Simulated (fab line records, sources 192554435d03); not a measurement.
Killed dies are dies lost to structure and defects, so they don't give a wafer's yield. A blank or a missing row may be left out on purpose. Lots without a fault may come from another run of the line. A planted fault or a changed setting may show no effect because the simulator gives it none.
A struck lot beside a sound one | flow n5_finfet | 21 steps out of a route of 1938
Sound: wafers L785.1, L785.5, L785.6. Struck: wafers L778.2, L778.4, L778.6. The cause comes at the end.
At each step with rows: each side's tool, then ch and its chambers, then its first start. Under that, the readings that differ: sound wafers | struck wafers | difference of the means | sigmas: that difference in standard deviations of wafers without a fault.
alike: readings whose means differ by less than 2 such deviations, and words and numbers that are the same on both sides. not compared: withheld readings, readings that some wafer has no value for, bounds like >300 that may hide the same value, and numbers for which the record gives no deviation and whose values overlap.
The two part at a step that has a row with sigmas, a row that says differs or no value, or rows on one side only. Numbers that don't overlap but have no deviation are shown without sigmas and don't part them. A reading that every wafer of one side lacks parts them only if that side has two wafers or more.

first, 8 steps without rows for these wafers: N5_BEOL_M12_DESCUM_15 (chemistry O2, time 7.9 s); N5_BEOL_M12_ETCH_59 (etches BARC in N2/H2, target depth 89 nm, overetch 26.7 nm, time 67.9 s); N5_BEOL_M12_VIA_ETCH_16 (etches SiOC in C4F8/O2/Ar, target depth 724.8 nm); N5_BEOL_M12_STRIP_63 (strips in N2/H2); N5_BEOL_M12_STRIP_64 (strips in N2/H2); N5_BEOL_M12_STRIP_71 (strips in post etch residue remover, time 60 s); N5_BEOL_M12_SRD_72 (time 30 s, dry time 30 s); N5_BEOL_M12_COAT_65 (time 60 s, resist thk 300 nm).
N5_BEOL_M12_COAT_66: time 60 s, resist thk 110 nm.
  sound on litho_track-02 ch 0, day 15 14:19; struck on litho_track-03 ch 0, day 14 04:34
  reading                                     | sound                | struck               | difference | sigmas
  dispense_pressure_kPa (kPa)                 | 51 51 51             | 45 45 45             | -6         | -2
  spin_speed_rpm (rpm)                        | 1499.9 1500.0 1500.5 | 1447.6 1447.9 1450.8 | -51.4      | -56
  model.SiARC_of_BEOL_M12_COAT_66.thk_nm (nm) | 109.8 109.8 110      | 111.6 111.4 111.2    | +1.5       |
then, 8 steps without rows for these wafers: N5_BEOL_M12_COAT_22 (resist thk 300 nm); N5_BEOL_M12_EBR_24; N5_BEOL_M12_SOFTBAKE_23 (time 60 s); N5_BEOL_M12_EXPOSE_25 (exposes mask M12); N5_BEOL_M12_PEB_26 (peb time 90 s); N5_BEOL_M12_DEVELOP_27 (develop time 45 s); N5_BEOL_M12_HARDBAKE_32 (time 120 s); N5_BEOL_M12_DESCUM_33 (chemistry O2, time 7.9 s).
N5_BEOL_M12_ETCH_67: etches SiARC in CF4, target depth 143 nm, time 238.3 s.
  sound on rie_diel-03 ch 1,2, day 15 14:51; struck on rie_diel-03 ch 1,3, day 14 05:10
  reading                                    | sound             | struck            | difference | sigmas
  model.etch.depth_nm (nm)                   | 109.7 109.9 110.1 | 111.5 111.4 111.3 | +1.5       |
  model.coat_of_BEOL_M12_COAT_22.thk_nm (nm) | 212.4 211.6 212.8 | 209.8 209.4 209.4 | -2.7       |
  alike: drypump_motor_current_A, etch_rf_on_time_s, mfc_ar_sccm, oes_product_au, rf_vpp_V, showerhead_plenum_p_Torr, throttle_valve_pct
  not compared: rf_hours_counter_h
N5_BEOL_M12_ETCH_68: etches SOC in N2/H2, time 285 s.
  sound on rie_diel-03 ch 1,2, day 15 15:00; struck on rie_diel-03 ch 1,3, day 14 05:19
  reading                                     | sound        | struck         | difference | sigmas
  model.SiARC_of_BEOL_M12_COAT_66.thk_nm (nm) | 85.6 86 85.4 | 86.6 86.6 87.4 | +1.2       |
  alike: drypump_motor_current_A, n2_flow_sccm, oes_product_au, rf_vpp_V, showerhead_plenum_p_Torr, temp_c, throttle_valve_pct
  not compared: rf_hours_counter_h
then, 1 step without rows for these wafers: N5_BEOL_M12_STRIP_69 (strips in N2/H2).
N5_PASSIVATION_PROBE_49:
  the record has rows for the struck wafers here (prober-01, day 15 19:34) and none for the sound ones

WHERE THEY PART
First at N5_BEOL_M12_COAT_66; last, within this record, at N5_PASSIVATION_PROBE_49.

WHY: what the simulator had put in
Process parameter drift: litho_track-03, from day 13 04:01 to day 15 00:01, at N5_BEOL_M12_COAT_66. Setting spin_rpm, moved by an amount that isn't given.
